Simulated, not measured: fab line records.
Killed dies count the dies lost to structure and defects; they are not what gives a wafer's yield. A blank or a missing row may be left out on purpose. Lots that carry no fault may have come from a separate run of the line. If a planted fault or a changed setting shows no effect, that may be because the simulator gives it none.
Split-lot study ; flow n5Finfet ; 21 wafers read across 7 lots, on a route 1938 steps long

SPLIT DETAILS
At N5_BEOL_M4_COAT_62 (time 60 s, resist thk 12 nm), the setting spinRpm was moved away from the recipe's 1500 rpm on 7 of the 21 wafers read, by +3.8% to +9.1%. All remaining wafers had this setting at the recipe value.

FROM THE SPLIT TO THE READING: what the file shows between them, 5 steps
- N5_BEOL_M4_COAT_73: time 60 s, resist thk 5 nm
- N5_BEOL_M4_COAT_05: resist thk 30 nm
- N5_BEOL_M4_DESCUM_16: chemistry O2, time 7 s
- N5_BEOL_M4_ETCH_74: etches underlayer in N2/H2, target depth 6.5 nm, time 5.2 s
- N5_BEOL_M4_ETCH_63: etches SiARC in CF4, target depth 15.6 nm, time 26 s

THE READING
SiARC_of_BEOL_M4_COAT_62.thkNm (the simulator's own value, which no gauge read), in nm, at N5_BEOL_M4_ETCH_64 (etches SOC in N2/H2, target depth 75 nm, overetch 22.5 nm, time 121.9 s). The file gives no usual value for it. Average 6.2 nm, standard deviation 0.082 nm, over the 14 wafers here run with the recipe.

wafer;tool, chamber at the split;spinRpm as run, rpm;against the recipe;SiARC_of_BEOL_M4_COAT_62.thkNm, nm;against lot-mates on the recipe
L075.1;lithoTrack-04, 0;1500;recipe;6.2;-
L075.4;lithoTrack-04, 0;1500;recipe;6.2;-
L075.5;lithoTrack-04, 0;1500;recipe;6.2;-
L077.2;lithoTrack-03, 0;1500;recipe;6.2;-
L077.3;lithoTrack-03, 0;1579;+5.3%;6;-0.2
L077.5;lithoTrack-03, 0;1579;+5.3%;5.8;-0.4
L078.2;lithoTrack-04, 0;1500;recipe;6.2;-
L078.4;lithoTrack-04, 0;1500;recipe;6.4;-
L078.5;lithoTrack-04, 0;1500;recipe;6.4;-
L083.2;lithoTrack-03, 0;1500;recipe;6.2;-
L083.6;lithoTrack-03, 0;1500;recipe;6.2;-
L083.4;lithoTrack-03, 0;1598;+6.5%;5.8;-0.4
L088.1;lithoTrack-04, 0;1500;recipe;6.2;-
L088.5;lithoTrack-04, 0;1500;recipe;6.2;-
L088.4;lithoTrack-04, 0;1500;recipe;6.4;-
L090.3;lithoTrack-04, 0;1636;+9.1%;5.6;-0.6
L090.5;lithoTrack-04, 0;1636;+9.1%;5.6;-0.6
L090.6;lithoTrack-04, 0;1500;recipe;6.2;-
L092.1;lithoTrack-04, 0;1500;recipe;6.2;-
L092.2;lithoTrack-04, 0;1557;+3.8%;6.2;+0.0
L092.5;lithoTrack-04, 0;1557;+3.8%;6;-0.2

FIT RESULTS
A straight line over all 21 wafers: SiARC_of_BEOL_M4_COAT_62.thkNm changes by -0.0673 nm for each +1% of spinRpm; r = -0.92; the points scatter about the line by 0.092 nm.
The same after taking each lot's own level away (the mean of its wafers on the recipe; 21 wafers): -0.0613 nm for each +1%; r = -0.92; scatter 0.083 nm.
On that fit, the largest move of spinRpm shifts the reading by 0.56 nm.
Measured against the standard deviation above, the lots' own levels, which go from 6.20 to 6.33 nm, span 1.6 times it.
Hence the lot-to-lot level has little effect on the slope; both slopes agree.
Check: with one of the wafers moved furthest among these (+9.1%) left out of the fit, the line predicts -0.523 nm for it against its lot-mates. It came out at -0.6 nm against them.

THE WHOLE CHAIN: every reading that the file lists as answering this split, in the file's order
step;what it does;reading;change (the file's fit);r (the file's)
N5_BEOL_M4_COAT_62;time 60 s, resist thk 12 nm;SiARC_of_BEOL_M4_COAT_62.thkNm (the simulator's own value, which no gauge read);-0.0568 nm for each +1% of the setting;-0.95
N5_BEOL_M4_ETCH_63;etches SiARC in CF4, target depth 15.6 nm, time 26 s;etch.depthNm (the simulator's own value, which no gauge read);-0.057 nm for each +1% of the setting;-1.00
N5_BEOL_M4_ETCH_63;etches SiARC in CF4, target depth 15.6 nm, time 26 s;CAR-EUV_of_BEOL_M4_COAT_05.thkNm (the simulator's own value, which no gauge read);+0.0505 nm for each +1% of the setting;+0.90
N5_BEOL_M4_ETCH_64;etches SOC in N2/H2, target depth 75 nm, overetch 22.5 nm, time 121.9 s;SiARC_of_BEOL_M4_COAT_62.thkNm (the simulator's own value, which no gauge read);-0.0599 nm for each +1% of the setting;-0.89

FILE'S OWN FIT
SiARC_of_BEOL_M4_COAT_62.thkNm changes by -0.0599 nm for each +1% of spinRpm, r = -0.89.
